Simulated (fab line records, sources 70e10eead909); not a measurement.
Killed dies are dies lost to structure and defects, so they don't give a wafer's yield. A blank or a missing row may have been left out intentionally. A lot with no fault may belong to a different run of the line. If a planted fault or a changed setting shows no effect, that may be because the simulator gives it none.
A struck lot beside a sound one / flow nand-harc / 15 steps out of a route of 1302
Sound: the wafers L852.1, L852.4, L852.5. The struck wafers were L856.2, L856.4, L856.6. The cause is given at the end.
Each step with rows lists, per side, the tool, then ch with its chambers, then its first start. Under that, the readings that differ: sound wafers / struck wafers / difference of the means / sigmas: that difference in standard deviations of wafers without a fault.
alike: readings with means less than 2 such deviations apart, plus words and numbers identical on both sides. not compared: withheld readings, readings lacking a value on some wafer, bounds such as >300 that could conceal the same value, and numbers that have no deviation in the record and whose values overlap.
A row with sigmas, a row that says differs or no value, or rows on one side alone: a step with any of these is where the two part. Numbers that don't overlap but have no deviation are shown without sigmas and don't part them. A reading that every wafer of one side lacks parts them only if that side has two wafers or more.

first, 2 steps without rows for these wafers: NHARC_A_CONTACT_STRIP_100 (strips in CF4/CHF3); NHARC_A_CONTACT_STRIP_101 (strips in O2/COS).
NHARC_A_CONTACT_ETCH_102: etches the open film in CF4/O2, target depth 100 nm, overetch 10 nm, time 55 s.
  sound on rie-diel-13 ch 0,1,2, day 21 16:21; struck on rie-diel-11 ch 0,1,2, day 24 01:09
  alike: bias-w, chamber-pressure-mTorr, drypump-motor-current-A, oes-product-au, rf-vpp-V, showerhead-plenum-p-Torr, throttle-valve-pct
  not compared: rf-hours-counter-h
NHARC_A_CONTACT_STRIP_55: strips in O2.
  sound on rie-diel-13 ch 0,1,2; struck on rie-diel-11 ch 0,2,3
  alike: chamber-pressure-mTorr, drypump-motor-current-A, oes-product-au, rf-vpp-V, showerhead-plenum-p-Torr, throttle-valve-pct
  not compared: rf-hours-counter-h
then, 1 step without rows for these wafers: NHARC_A_CONTACT_STRIP_56 (strips in post etch residue remover, time 600 s).
NHARC_A_CONTACT_DEP_57: deposits aC, target thk 5300 nm.
  sound on acl-dep-03 ch 0, day 21 21:01; struck on acl-dep-03 ch 0, day 24 03:23
  alike: susceptor-temp-C, throttle-valve-pct
NHARC_A_CONTACT_DEP_58: deposits SiON, target thk 90 nm.
  sound on pecvd-02 ch 0,2, day 22 00:21; struck on pecvd-04 ch 0,1,2, day 24 06:10
  alike: heater-power-w, susceptor-temp-C
then, 5 steps without rows for these wafers: NHARC_A_CONTACT_DEHYDRATE_59 (time 120 s); NHARC_A_CONTACT_HMDS_60 (time 30 s); NHARC_A_CONTACT_COAT_61 (time 75 s); NHARC_A_CONTACT_COAT_62 (time 65 s); NHARC_A_CONTACT_COAT_63 (resist thk 90 nm).
NHARC_A_CONTACT_SOFTBAKE_64: time 55 s.
  sound on litho-track-01 ch 0, day 22 00:00; struck on litho-track-01 ch 0, day 24 06:00
reading=heater-power-total-W (W); sound=188.31 188.35 188.54; struck=322.87 323.11 323.56; difference=+134.78; sigmas=+99 or more
then, 1 step without rows for these wafers: NHARC_A_CONTACT_EBR_65.
-- record jumps: 3 days between struck wafers' starts before vs after; left off in module A_CONTACT, resumes in module END, first step shown is number 1302 of the route --
NHARC_END_SORT_01:
  sound on prober-01 ch 0, day 26 00:49; struck on prober-01 ch 0, day 27 01:09
  alike: killed-at-array, killed-at-other, killed-at-periphery, killed-dies, killed-open, killed-short

== WHERE THEY PART ==
NHARC_A_CONTACT_SOFTBAKE_64 only, going by this record. Later steps at which nothing parts them and some readings are alike: NHARC_END_SORT_01.

WHY: whatever the simulator had introduced
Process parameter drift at NHARC_A_CONTACT_SOFTBAKE_64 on litho-track-01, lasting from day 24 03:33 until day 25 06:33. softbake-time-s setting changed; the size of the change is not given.
